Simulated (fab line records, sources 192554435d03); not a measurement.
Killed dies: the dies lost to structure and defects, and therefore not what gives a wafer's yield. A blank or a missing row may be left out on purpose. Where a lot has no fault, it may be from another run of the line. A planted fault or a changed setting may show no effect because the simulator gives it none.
Matching of chambers || flow n5-finfet || N5_BEOL_M0_SAQP_SPACER1_ETCHBACK_99 on rie-diel-01: 4 sister chambers
The step etches SiO2 in CHF3/O2, target depth 15.4 nm, time 7.7 s. 20 wafers are shown with their chamber, then 10 later ones without.

WAFERS, EACH WITH ITS CHAMBER
{"wafer": "L076.2", "chamber": 1, "showerhead-plenum-p-Torr (Torr)": 2.37, "drypump-motor-current-A (A)": 5.2, "throttle-valve-pct (%)": 19.15}
{"wafer": "L076.3", "chamber": 3, "showerhead-plenum-p-Torr (Torr)": 2.37, "drypump-motor-current-A (A)": 6.4, "throttle-valve-pct (%)": 18.78}
{"wafer": "L076.4", "chamber": 1, "showerhead-plenum-p-Torr (Torr)": 2.37, "drypump-motor-current-A (A)": 5.2, "throttle-valve-pct (%)": 19.15}
{"wafer": "L079.1", "chamber": 3, "showerhead-plenum-p-Torr (Torr)": 2.37, "drypump-motor-current-A (A)": 6.3, "throttle-valve-pct (%)": 18.79}
{"wafer": "L079.3", "chamber": 1, "showerhead-plenum-p-Torr (Torr)": 2.37, "drypump-motor-current-A (A)": 5.2, "throttle-valve-pct (%)": 19.16}
{"wafer": "L079.6", "chamber": 0, "showerhead-plenum-p-Torr (Torr)": 2.45, "drypump-motor-current-A (A)": 4.8, "throttle-valve-pct (%)": 18.69}
{"wafer": "L080.3", "chamber": 0, "showerhead-plenum-p-Torr (Torr)": 2.45, "drypump-motor-current-A (A)": 4.7, "throttle-valve-pct (%)": 18.69}
{"wafer": "L080.4", "chamber": 2, "showerhead-plenum-p-Torr (Torr)": 2.35, "drypump-motor-current-A (A)": 6.1, "throttle-valve-pct (%)": 18.39}
{"wafer": "L080.5", "chamber": 2, "showerhead-plenum-p-Torr (Torr)": 2.35, "drypump-motor-current-A (A)": 6.1, "throttle-valve-pct (%)": 18.37}
{"wafer": "L081.2", "chamber": 3, "showerhead-plenum-p-Torr (Torr)": 2.37, "drypump-motor-current-A (A)": 6.4, "throttle-valve-pct (%)": 18.80}
{"wafer": "L081.3", "chamber": 0, "showerhead-plenum-p-Torr (Torr)": 2.45, "drypump-motor-current-A (A)": 4.7, "throttle-valve-pct (%)": 18.68}
{"wafer": "L081.5", "chamber": 1, "showerhead-plenum-p-Torr (Torr)": 2.37, "drypump-motor-current-A (A)": 5.2, "throttle-valve-pct (%)": 19.15}
{"wafer": "L082.3", "chamber": 1, "showerhead-plenum-p-Torr (Torr)": 2.37, "drypump-motor-current-A (A)": 5.2, "throttle-valve-pct (%)": 19.17}
{"wafer": "L082.4", "chamber": 2, "showerhead-plenum-p-Torr (Torr)": 2.35, "drypump-motor-current-A (A)": 6.1, "throttle-valve-pct (%)": 18.40}
{"wafer": "L082.5", "chamber": 2, "showerhead-plenum-p-Torr (Torr)": 2.35, "drypump-motor-current-A (A)": 6.1, "throttle-valve-pct (%)": 18.40}
{"wafer": "L088.1", "chamber": 2, "showerhead-plenum-p-Torr (Torr)": 2.35, "drypump-motor-current-A (A)": 6.1, "throttle-valve-pct (%)": 18.42}
{"wafer": "L088.3", "chamber": 3, "showerhead-plenum-p-Torr (Torr)": 2.37, "drypump-motor-current-A (A)": 6.4, "throttle-valve-pct (%)": 18.81}
{"wafer": "L088.4", "chamber": 0, "showerhead-plenum-p-Torr (Torr)": 2.44, "drypump-motor-current-A (A)": 4.7, "throttle-valve-pct (%)": 18.73}
{"wafer": "L089.1", "chamber": 0, "showerhead-plenum-p-Torr (Torr)": 2.44, "drypump-motor-current-A (A)": 4.8, "throttle-valve-pct (%)": 18.73}
{"wafer": "L089.4", "chamber": 2, "showerhead-plenum-p-Torr (Torr)": 2.35, "drypump-motor-current-A (A)": 6.1, "throttle-valve-pct (%)": 18.40}

SIGNATURES (means of the wafers above)
{"reading": "showerhead-plenum-p-Torr", "chamber 0": 2.4460, "chamber 1": 2.3700, "chamber 2": 2.3500, "chamber 3": 2.3700, "scatter within a chamber": 0.00274}
{"reading": "drypump-motor-current-A", "chamber 0": 4.740, "chamber 1": 5.200, "chamber 2": 6.100, "chamber 3": 6.375, "scatter within a chamber": 0.0349}
{"reading": "throttle-valve-pct", "chamber 0": 18.7040, "chamber 1": 19.1560, "chamber 2": 18.3967, "chamber 3": 18.7950, "scatter within a chamber": 0.0167}
Rule: for a wafer and a chamber, the distance is found by dividing, reading by reading, the gap between the wafer's reading and the chamber's mean by the reading's scatter, squaring, summing and taking the root. The wafer belongs to the nearest chamber; if the next one is less than 2 further off, it can't be placed. The scatter: the root of (the sum of the squares of (reading less its chamber's mean) over the shown wafers, divided by (wafers less chambers)).

WAFERS WITHOUT THEIR CHAMBER
{"wafer": "L089.5", "showerhead-plenum-p-Torr (Torr)": 2.36, "drypump-motor-current-A (A)": 5.2, "throttle-valve-pct (%)": 19.18}
{"wafer": "L092.1", "showerhead-plenum-p-Torr (Torr)": 2.44, "drypump-motor-current-A (A)": 4.8, "throttle-valve-pct (%)": 18.74}
{"wafer": "L092.2", "showerhead-plenum-p-Torr (Torr)": 2.36, "drypump-motor-current-A (A)": 6.4, "throttle-valve-pct (%)": 18.82}
{"wafer": "L092.3", "showerhead-plenum-p-Torr (Torr)": 2.35, "drypump-motor-current-A (A)": 6.1, "throttle-valve-pct (%)": 18.42}
{"wafer": "L095.2", "showerhead-plenum-p-Torr (Torr)": 2.36, "drypump-motor-current-A (A)": 6.3, "throttle-valve-pct (%)": 18.84}
{"wafer": "L095.3", "showerhead-plenum-p-Torr (Torr)": 2.34, "drypump-motor-current-A (A)": 6.1, "throttle-valve-pct (%)": 18.44}
{"wafer": "L095.4", "showerhead-plenum-p-Torr (Torr)": 2.36, "drypump-motor-current-A (A)": 5.2, "throttle-valve-pct (%)": 19.21}
{"wafer": "L096.2", "showerhead-plenum-p-Torr (Torr)": 2.34, "drypump-motor-current-A (A)": 6.1, "throttle-valve-pct (%)": 18.43}
{"wafer": "L096.4", "showerhead-plenum-p-Torr (Torr)": 2.36, "drypump-motor-current-A (A)": 6.4, "throttle-valve-pct (%)": 18.86}
{"wafer": "L096.6", "showerhead-plenum-p-Torr (Torr)": 2.44, "drypump-motor-current-A (A)": 4.7, "throttle-valve-pct (%)": 18.75}

WHICH CHAMBER EACH WENT THROUGH
{"wafer": "L089.5", "from the rows above": 1, "in truth": 1}
{"wafer": "L092.1", "from the rows above": 0, "in truth": 0}
{"wafer": "L092.2", "from the rows above": 3, "in truth": 3}
{"wafer": "L092.3", "from the rows above": 2, "in truth": 2}
{"wafer": "L095.2", "from the rows above": 3, "in truth": 3}
{"wafer": "L095.3", "from the rows above": 2, "in truth": 2}
{"wafer": "L095.4", "from the rows above": 1, "in truth": 1}
{"wafer": "L096.2", "from the rows above": 2, "in truth": 2}
{"wafer": "L096.4", "from the rows above": 3, "in truth": 3}
{"wafer": "L096.6", "from the rows above": 0, "in truth": 0}
Placed correctly: 10 of 10. Can't be placed from these rows: 0. Wrongly placed: 0.
